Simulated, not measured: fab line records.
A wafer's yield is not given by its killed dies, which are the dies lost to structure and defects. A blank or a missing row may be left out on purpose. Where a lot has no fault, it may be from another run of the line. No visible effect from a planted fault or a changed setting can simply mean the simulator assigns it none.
The tool behind it: which one?	flow nand-harc	12 lots, 36 wafers sampled, at 1 step of a route of 1302

== WHAT THE GAUGES READ, wafer by wafer ==
NHARC_P_M1_INSPECT_27. Usual: raw-defect-count at 307, with a standard deviation of 120.
lot	measured	on	raw-defect-count	flag
L103	day 6 19:07	defect-inspect-02	250 213 241	
L104	day 7 05:07	defect-inspect-02	300 209 211	
L105	day 7 15:13	defect-inspect-02	443 381 352	
L107	day 8 04:37	defect-inspect-02	201 301 157	
L109	day 9 13:38	defect-inspect-02	344 441 609	
L110	day 9 15:50	defect-inspect-02	493 240 283	
L112	day 10 20:33	defect-inspect-02	345 337 152	
L116	day 12 13:35	defect-inspect-01	224 208 249	
L118	day 13 08:51	defect-inspect-01	414 383 240	
L117	day 13 09:47	defect-inspect-02	508 324 251	
L119	day 13 12:24	defect-inspect-02	304 204 306	
L125	day 16 05:25	defect-inspect-01	442 343 514	

== TOOL THAT RAN EACH LOT (tool first, then ch and the chambers of the sampled wafers, then the start) ==
Record: no process step prior to these readings.

== WHAT THE TOOLS THEMSELVES READ (means of the sampled wafers that have a number; where no wafer has one, the mark that the record gives instead) ==
The record holds no such reading with a usual standard deviation.

== THE ANSWER, worked out from the rows above alone ==
Rule: take the mean of a lot's wafers that have a number; if it is more than 3 standard deviations from the usual mean, the lot is off. A lot without any number at a reading at which 4 lots or more have one is off too. The other lots that the step has rows for count as sound. Order of review: gauges by route order, followed by the tools' own readings, for which a lot's mean as printed above is used. The first step at which some lot is off is used, and at that step the reading that is off furthest; a lot without a number counts as furthest.
No lot is off at any reading shown: from this, nothing can be told.

== WHAT THE SIMULATOR PUT IN ==
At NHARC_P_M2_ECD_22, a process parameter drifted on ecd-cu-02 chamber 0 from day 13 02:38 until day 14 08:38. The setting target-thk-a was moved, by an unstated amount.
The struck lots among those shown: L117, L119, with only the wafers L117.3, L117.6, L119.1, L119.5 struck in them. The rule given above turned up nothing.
